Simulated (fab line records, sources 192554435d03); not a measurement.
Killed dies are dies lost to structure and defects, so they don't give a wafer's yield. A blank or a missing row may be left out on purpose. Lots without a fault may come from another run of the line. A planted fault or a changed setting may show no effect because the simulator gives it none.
Split-lot experiment | flow n5_finfet | 7 lots, 21 wafers read, on a route of 1938 steps

THE SPLIT
At N5_DUMMY_GATE_COAT_09 (resist thk 30 nm), the setting spin_rpm was moved away from the recipe's 1500 rpm on 10 of the 21 wafers read, by -3.3% to +10.1%. The other wafers ran this setting at the recipe's value.

FROM THE SPLIT TO THE READING: what the file shows between them, 2 steps
- N5_DUMMY_GATE_EBR_11
- N5_DUMMY_GATE_SOFTBAKE_10: time 60 s

THE READING
CAR-EUV_of_DUMMY_GATE_COAT_09.thk_nm (the simulator's own value, which no gauge read), in nm, at N5_DUMMY_GATE_DESCUM_20 (chemistry O2, time 6.2 s). The file gives no usual value for it. The 11 wafers here that ran the recipe average 26.5 nm, standard deviation 0.1 nm.

wafer  | tool, chamber at the split | spin_rpm as run, rpm | against the recipe | CAR-EUV_of_DUMMY_GATE_COAT_09.thk_nm, nm | against lot-mates on the recipe
L074.2 | litho_track-03, 0          | 1500                 | recipe             | 26.4                                     | -
L074.5 | litho_track-03, 0          | 1500                 | recipe             | 26.4                                     | -
L074.6 | litho_track-03, 0          | 1594                 | +6.3%              | 25.6                                     | -0.8
L076.2 | litho_track-02, 0          | 1500                 | recipe             | 26.6                                     | -
L076.3 | litho_track-02, 0          | 1500                 | recipe             | 26.4                                     | -
L076.5 | litho_track-02, 0          | 1631                 | +8.7%              | 25.2                                     | -1.3
L082.1 | litho_track-01, 0          | 1500                 | recipe             | 26.6                                     | -
L082.3 | litho_track-01, 0          | 1547                 | +3.1%              | 26                                       | -0.6
L082.6 | litho_track-01, 0          | 1547                 | +3.1%              | 26                                       | -0.6
L083.1 | litho_track-02, 0          | 1500                 | recipe             | 26.6                                     | -
L083.2 | litho_track-02, 0          | 1500                 | recipe             | 26.6                                     | -
L083.6 | litho_track-02, 0          | 1500                 | recipe             | 26.6                                     | -
L084.1 | litho_track-02, 0          | 1451                 | -3.3%              | 27                                       | +0.6
L084.6 | litho_track-02, 0          | 1451                 | -3.3%              | 27                                       | +0.6
L084.5 | litho_track-02, 0          | 1500                 | recipe             | 26.4                                     | -
L085.2 | litho_track-03, 0          | 1582                 | +5.5%              | 25.8                                     | -0.6
L085.3 | litho_track-03, 0          | 1582                 | +5.5%              | 25.8                                     | -0.6
L085.6 | litho_track-03, 0          | 1500                 | recipe             | 26.4                                     | -
L086.1 | litho_track-03, 0          | 1500                 | recipe             | 26.6                                     | -
L086.2 | litho_track-03, 0          | 1652                 | +10.1%             | 25                                       | -1.6
L086.3 | litho_track-03, 0          | 1652                 | +10.1%             | 25                                       | -1.6

THE FIT
A straight line over all 21 wafers: CAR-EUV_of_DUMMY_GATE_COAT_09.thk_nm changes by -0.147 nm for each +1% of spin_rpm; r = -0.99; the points scatter about the line by 0.084 nm.
The same after taking each lot's own level away (the mean of its wafers on the recipe; 21 wafers): -0.152 nm for each +1%; r = -0.99; scatter 0.1 nm.
On that fit, the largest move of spin_rpm shifts the reading by 1.5 nm.
The lots' own levels span 26.40 to 26.60 nm, that is 2.0 times the standard deviation above.
So the lot-to-lot level changes the slope little: the two slopes agree.
Check: with one of the wafers moved furthest among these (+10.1%) left out of the fit, the line predicts -1.49 nm for it against its lot-mates. It came out at -1.6 nm against them.

OTHER SPLITS ON THESE WAFERS
These wafers also went through other splits before the reading. Each is held against what the fit with the lots' levels taken away leaves over:
other split on the same wafers          | wafers away from the commonest value | r with CAR-EUV_of_DUMMY_GATE_COAT_09.thk_nm (lot level and that fit taken away)
N5_ZERO_LAYER_EXPOSE_08 dose_mj         | 9                                    | +0.27
N5_ZERO_LAYER_DEVELOP_10 develop_time_s | 2                                    | +0.00
N5_WELL_APT_PEB_06 peb_temp_c           | 13                                   | -0.41
N5_WELL_APT_DEVELOP_07 develop_time_s   | 8                                    | -0.18
N5_FIN_CUT_ETCH_21 time_s               | 8                                    | -0.31
N5_FIN_CUT_CUT_ETCH_26 source_w         | 8                                    | +0.01
N5_DUMMY_GATE_COAT_28 spin_rpm          | 7                                    | +0.17

THE WHOLE CHAIN: every reading that the file lists as answering this split, in the file's order
step                    | what it does             | reading                                                                               | change (the file's fit)               | r (the file's)
N5_DUMMY_GATE_COAT_09   | resist thk 30 nm         | CAR-EUV_of_DUMMY_GATE_COAT_09.thk_nm (the simulator's own value, which no gauge read) | -0.143 nm for each +1% of the setting | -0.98
N5_DUMMY_GATE_DESCUM_20 | chemistry O2, time 6.2 s | CAR-EUV_of_DUMMY_GATE_COAT_09.thk_nm (the simulator's own value, which no gauge read) | -0.148 nm for each +1% of the setting | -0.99

THE FILE'S OWN FIT
CAR-EUV_of_DUMMY_GATE_COAT_09.thk_nm changes by -0.148 nm for each +1% of spin_rpm, r = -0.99.
